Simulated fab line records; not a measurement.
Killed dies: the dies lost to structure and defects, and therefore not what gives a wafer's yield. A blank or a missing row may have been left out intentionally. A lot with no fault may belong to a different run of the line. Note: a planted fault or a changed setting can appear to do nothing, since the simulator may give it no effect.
fab line records + flow n5-finfet
record
- lots=4
- wafers=12
- last-day=19
route steps=1938 shown BEOL_M3@948 BEOL_M4@1111
lots untouched by any fault: they come from a run of this same line in which no faults occurred
start-h: hours from the record's opening day to when the first of the lot's shown wafers began + wait-h: hours from the lot's prior step to this one + " unchanged from the row above + L1.1+2: a single row standing in for several wafers + - no value, or no start given + * or withheld: withheld + < > ~ a bound
route shown NAME@n: NAME is a module with steps in the file, n the number in the route of the first one + usual: mean/standard deviation taken from wafers without a fault + same: alike in all rows + chamber/n: place in a boat + sites: the reading at each site + _std_site: the values' standard deviation + _edge_site: inner sites' mean taken away from outer sites' mean + radius-mm: for every site, how far away it sits from the centre of the wafer + mask NAME#n: copy n + behind: the tool/chamber that last shaped the wafer + hold: cause of the lot's hold/its duration in hours/its outcome + device: the n, p or np transistor that did not switch + end of line: tests run on the same wafers once the route is complete + a step given without rows: its recipe and nothing more + killed: at the first sort, the dies lost to defects and structure; wafer yield is something else + map: the dies of a wafer, with x for killed, . for not killed, _ for no die there
set.NAME: the setting as run; set.NAME@STEP: as run at that earlier step + model.NAME: the simulator's own value behind a step, which no gauge read
a table for each step, a row for each wafer; lots at some steps of the route
services: from which hour (start-h, from the record's first day; less than 0 if before it) a tool's chamber was out of use, for how many hours, and why
## steps
# step N5_BEOL_M3_ETCH_74
# recipe
- chemistry=N2/H2
- target=underlayer
- target-depth-a=65
- mask-material=CAR-EUV
- time-s=5.2
- ion-energy-ev=200
- pressure-mtorr=30
- source-w=840
- bias-w=150
- n2-flow-sccm=200
- h2-flow-sccm=200
- ends=cleared
# step N5_BEOL_M3_ETCH_63
# recipe
- chemistry=CF4
- target=SiARC
- target-depth-a=156
- mask-material=CAR-EUV
- time-s=26
- ion-energy-ev=80
- pressure-mtorr=40
- source-w=545
- bias-w=36
- Ar_flow_sccm=100
- cf4-flow-sccm=100
- ends=cleared
# step N5_BEOL_M3_ETCH_64
# recipe
- chemistry=N2/H2
- target=SOC
- target-depth-a=750
- overetch-a=150
- mask-material=SiARC
- temp-c=40
- time-s=112.5
- ion-energy-ev=200
- pressure-mtorr=30
- source-w=840
- bias-w=150
- n2-flow-sccm=200
- h2-flow-sccm=200
# step N5_BEOL_M3_STRIP_65
# recipe
- chemistry=N2/H2
- temp-c=40
- n2-flow-sccm=200
- h2-flow-sccm=200
- rf-frequency-hz=6e+07
# step N5_BEOL_M3_STRIP_75
# recipe
- chemistry=N2/H2
- temp-c=40
- n2-flow-sccm=200
- h2-flow-sccm=200
- rf-frequency-hz=6e+07
# step N5_BEOL_M3_STRIP_66
# recipe
- chemistry=CF4
- resist=SiARC
- power-w=300
- bias-power-w=75
- pressure-mtorr=50
- cf4-flow-sccm=150
- rf-frequency-hz=6e+07
# step N5_BEOL_M3_HM_OPEN_17
# recipe
- chemistry=Cl2/BCl3
- target-depth-a=200
- overetch-a=60
- target=TiN
- mask-material=SOC
- ion-energy-ev=150
- pressure-mtorr=10
- icp-w=1000
- bias-w=126
- Cl2_flow_sccm=53.25
- bcl3-flow-sccm=21.75
- Ar_flow_sccm=25
# step N5_BEOL_M3_STRIP_19
# recipe
- chemistry=O2
- power-w=400
- temp-c=40
- pressure-mtorr=30
- rf-frequency-hz=6e+07
- bias-power-w=0
- overash-fraction=0.2
- o2-flow-sccm=225
# step N5_BEOL_M3_COAT_67
# recipe
- resist=SOC
- temp-c=250
- time-s=60
- spin-rpm=1500
- resist-thk-nm=60
# step N5_BEOL_M3_COAT_68
# recipe
- resist=SiARC
- temp-c=220
- time-s=60
- spin-rpm=1500
- resist-thk-nm=12
# step N5_BEOL_M3_COAT_76
# recipe
- resist=underlayer
- temp-c=205
- time-s=60
- spin-rpm=1500
- resist-thk-nm=5
# step N5_BEOL_M3_COAT_22
# recipe
- resist=CAR-EUV
- spin-rpm=1500
- resist-thk-nm=30
# usual
- spin-speed-rpm=1499.9/0.93
| lot.wafer | tool           | chamber | start-h | wait-h | spin-speed-rpm | model.CAR-EUV_of_BEOL_M3_COAT_22.thk-nm |
|-----------|----------------|---------|---------|--------|----------------|-----------------------------------------|
| L573.1    | litho-track-05 | 0       | 187.46  | -      | 1499.4         | 29.8                                    |
| L573.4    | "              | 0       | "       | "      | 1499.6         | 30                                      |
| L573.6    | "              | 0       | "       | "      | 1499.8         | 29.8                                    |
| L577.4    | litho-track-05 | 0       | 222.47  | -      | 1608.0         | 29                                      |
| L577.5    | "              | 0       | "       | "      | 1609.6         | 29                                      |
| L577.6    | "              | 0       | "       | "      | 1608.8         | 29                                      |
| L578.1    | litho-track-05 | 0       | 229.27  | -      | 1608.5         | 29                                      |
| L578.2    | "              | 0       | "       | "      | 1609.3         | 29                                      |
| L578.5    | "              | 0       | "       | "      | 1609.3         | 29                                      |
| L590.1    | litho-track-04 | 0       | 295.04  | -      | 1500.5         | 29.8                                    |
| L590.2    | "              | 0       | "       | "      | 1498.6         | 29.8                                    |
| L590.6    | "              | 0       | "       | "      | 1500.7         | 30                                      |
# step N5_BEOL_M3_EBR_24
# recipe
- solvent=PGMEA
- ebr-width-mm=1.5
# step N5_BEOL_M3_SOFTBAKE_23
# recipe
- temp-c=110
- time-s=60
- resist=CAR-EUV
# step N5_BEOL_M3_EXPOSE_25
# recipe
- mask-id=V2
- na=0.33
- source-shape=quasar
- sigma-inner=0.2
- sigma-outer=0.8
- polarization=unpolarized
- defocus-nm=5
- dose-mj=63
# step N5_BEOL_M3_PEB_26
# recipe
- peb-temp-c=100
- peb-time-s=60
- resist=CAR-EUV
# step N5_BEOL_M3_DEVELOP_27
# recipe
- develop-time-s=30
- developer=TMAH
- resist=CAR-EUV
- rinse-liquid=surfactant-rinse
- dry=air-spin
- dev-temp-c=23
# step N5_BEOL_M3_DESCUM_33
# recipe
- chemistry=O2
- time-s=7
- source-power-w=50
- bias-power-w=20
- pressure-mtorr=20
- rf-frequency-hz=2.712e+07
- temp-c=40
- resist=CAR-EUV
- o2-flow-sccm=225
# usual
- chamber-pressure-mTorr=20.001/0.02
- drypump-motor-current-A=5.9/0.35
- oes-product-au=0.81/0.094
- rf-vpp-V=243.8/1.2
- showerhead-plenum-p-Torr=2.13/0.061
- throttle-valve-pct=20.46/0.22
| lot.wafer | tool        | chamber | start-h | wait-h | chamber-pressure-mTorr | drypump-motor-current-A | oes-product-au | rf-hours-counter-h | rf-vpp-V | showerhead-plenum-p-Torr | throttle-valve-pct | model.CAR-EUV_of_BEOL_M3_COAT_22.thk-nm |
|-----------|-------------|---------|---------|--------|------------------------|-------------------------|----------------|--------------------|----------|--------------------------|--------------------|-----------------------------------------|
| L573.1    | rie-diel-01 | 0       | 187.98  | 0.0    | 20.023                 | 6.3                     | 0.85           | 54                 | 244.7    | 2.11                     | 20.53              | 26                                      |
| L573.4    | "           | 1       | "       | "      | 20.029                 | 5.8                     | 0.69           | -                  | 243.4    | 2.16                     | 20.98              | 26                                      |
| L573.6    | "           | 0       | "       | "      | 20.002                 | 6.3                     | 0.85           | -                  | 242.6    | 2.11                     | 20.52              | 26                                      |
| L577.4    | rie-diel-02 | 1       | 222.99  | 0.0    | 19.967                 | 5.7                     | 0.93           | 18                 | 243.3    | 2.12                     | 20.10              | 25                                      |
| L577.5    | "           | 0       | "       | "      | 19.998                 | 5.5                     | 0.74           | -                  | 244.8    | 2.16                     | 20.86              | 25                                      |
| L577.6    | "           | 1       | "       | "      | 19.960                 | 5.7                     | 0.91           | -                  | 246.3    | 2.12                     | 20.11              | 25.2                                    |
| L578.1    | rie-diel-02 | 1       | 229.66  | 0.0    | 20.005                 | 5.7                     | 0.91           | 20                 | 245.2    | 2.12                     | 20.11              | 25.2                                    |
| L578.2    | "           | 3       | "       | "      | 19.983                 | 6.2                     | 0.89           | 43                 | 243.9    | 2.23                     | 20.42              | 25                                      |
| L578.5    | "           | 2       | "       | "      | 20.008                 | 6.2                     | 0.68           | -                  | 244.2    | 2.06                     | 20.32              | 25.2                                    |
| L590.1    | rie-diel-01 | 0       | 295.78  | 0.3    | 20.006                 | 6.3                     | 0.81           | 93                 | 243.0    | 2.10                     | 20.61              | 26                                      |
| L590.2    | "           | 3       | "       | "      | 19.999                 | 5.8                     | 0.81           | 92                 | 244.9    | 2.10                     | 20.42              | 25.8                                    |
| L590.6    | "           | 1       | "       | "      | 20.013                 | 5.8                     | 0.88           | -                  | 244.8    | 2.15                     | 20.55              | 26                                      |
# step N5_BEOL_M3_ETCH_77
# recipe
- chemistry=N2/H2
- target=underlayer
- target-depth-a=65
- mask-material=CAR-EUV
- time-s=5.2
- ion-energy-ev=200
- pressure-mtorr=30
- source-w=840
- bias-w=150
- n2-flow-sccm=200
- h2-flow-sccm=200
- ends=cleared
# step N5_BEOL_M4_RC_MEAS_101
# usual
- DIBL_N=36.0/2.2
- DIBL_P=36.2/2.4
- IOFF_N=0.16/0.035
- IOFF_P=0.21/0.037
- ION_N=672/13
- ION_P=461/7
- SS_N=71.4/0.69
- SS_P=73.2/0.75
- VT_N=250/3.4
- VT_P=-251/3
| lot.wafer | tool      | chamber | start-h | wait-h | DIBL_N[mV/V] | DIBL_P[mV/V] | IOFF_N[nA/um] | IOFF_P[nA/um] | ION_N[uA/um] | ION_P[uA/um] | SS_N[mV/dec] | SS_P[mV/dec] | VT_N[mV] | VT_P[mV] |
|-----------|-----------|---------|---------|--------|--------------|--------------|---------------|---------------|--------------|--------------|--------------|--------------|----------|----------|
| L573.1    | prober-02 | 0       | 236.73  | 0.0    | 33.1         | 33.9         | 0.11          | 0.17          | 653          | 452          | 70.3         | 72.8         | 258      | -255     |
| L573.4    | "         | 0       | "       | "      | 36.9         | 37.4         | 0.19          | 0.23          | 678          | 466          | 72.1         | 73.7         | 248      | -249     |
| L573.6    | "         | 0       | "       | "      | 37.6         | 38.0         | 0.20          | 0.24          | 668          | 458          | 72.4         | 74.2         | 249      | -250     |
| L577.4    | prober-02 | 0       | 261.53  | 0.5    | 38.8         | 40.7         | 0.18          | 0.24          | 673          | 463          | 71.8         | 73.6         | 249      | -246     |
| L577.5    | "         | 0       | "       | "      | 37.5         | 39.5         | 0.16          | 0.21          | 654          | 452          | 72.1         | 73.4         | 250      | -254     |
| L577.6    | "         | 0       | "       | "      | 41.8         | 43.7         | 0.25          | 0.29          | 689          | 473          | 72.7         | 74.8         | 245      | -244     |
| L578.1    | prober-02 | 0       | 264.42  | 0.0    | 35.7         | 36.6         | 0.16          | 0.26          | 674          | 473          | 71.2         | 73.6         | 250      | -249     |
| L578.2    | "         | 0       | "       | "      | 36.3         | 35.6         | 0.16          | 0.24          | 670          | 464          | 71.5         | 73.7         | 248      | -247     |
| L578.5    | "         | 0       | "       | "      | 34.7         | 33.7         | 0.14          | 0.21          | 664          | 467          | 71.6         | 72.2         | 252      | -249     |
| L590.1    | prober-02 | 0       | 338.03  | 0.0    | 31.7         | 32.4         | 0.11          | 0.14          | 658          | 455          | 70.7         | 72.2         | 257      | -258     |
| L590.2    | "         | 0       | "       | "      | 32.4         | 33.1         | 0.11          | 0.15          | 669          | 459          | 70.8         | 72.2         | 255      | -256     |
| L590.6    | "         | 0       | "       | "      | 31.6         | 31.1         | 0.11          | 0.13          | 657          | 447          | 70.8         | 71.9         | 253      | -255     |
## services
| tool           | chamber | start-h | hours | kind                          |
|----------------|---------|---------|-------|-------------------------------|
| rie-diel-01    | 2       | 168.39  | -     | clean                         |
| rie-diel-01    | 2       | 168.39  | -     | consumable-replace:focus-ring |
| rie-diel-01    | 2       | 168.39  | -     | consumable-replace:showerhead |
| rie-diel-01    | 2       | 168.39  | 21.4  | scheduled-down                |
| rie-diel-01    | 2       | 168.39  | 21.4  | vent-cycle                    |
| rie-diel-02    | 2       | 177.07  | 8.7   | repair                        |
| rie-diel-01    | 1       | 189.91  | -     | clean                         |
| rie-diel-01    | 1       | 189.91  | -     | consumable-replace:focus-ring |
| rie-diel-01    | 1       | 189.91  | 30.6  | scheduled-down                |
| rie-diel-01    | 1       | 189.91  | 30.6  | vent-cycle                    |
| rie-diel-02    | 1       | 203.82  | 16.6  | repair                        |
| rie-diel-01    | 3       | 205.00  | 4.9   | repair                        |
| litho-track-04 | -       | 240.26  | -     | consumable-replace:filter     |
| rie-diel-01    | 3       | 252.29  | 4.1   | repair                        |
| litho-track-05 | -       | 263.07  | -     | consumable-replace:filter     |
| rie-diel-02    | -       | 263.90  | 1.7   | repair                        |
## key
first-sign
- step=N5_BEOL_M3_COAT_22
- reading=spin-speed-rpm
- direction=up
- sigmas=99+
- usual=*
- struck=*
effect none on later readings
model-effect
- step=N5_BEOL_M3_COAT_22
- value=CAR-EUV_of_BEOL_M3_COAT_22.thk-nm
- without=30.07
- struck=29
model-effect
- step=N5_BEOL_M3_DESCUM_33
- value=CAR-EUV_of_BEOL_M3_COAT_22.thk-nm
- without=26.2
- struck=25.1
met-at N5_BEOL_M3_COAT_22
struck-wafers L577.4,L577.5,L577.6,L578.1,L578.2,L578.5
onset-between 187.46 222.47
fault
- kind=process-parameter-drift
- tool=litho-track-05
- chamber=-
- onset-h=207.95
- steps=N5_BEOL_M3_COAT_22
- channel=spin-rpm
- offset=*
- shape=step
- end-h=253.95
- acts-in=*
- stated=*
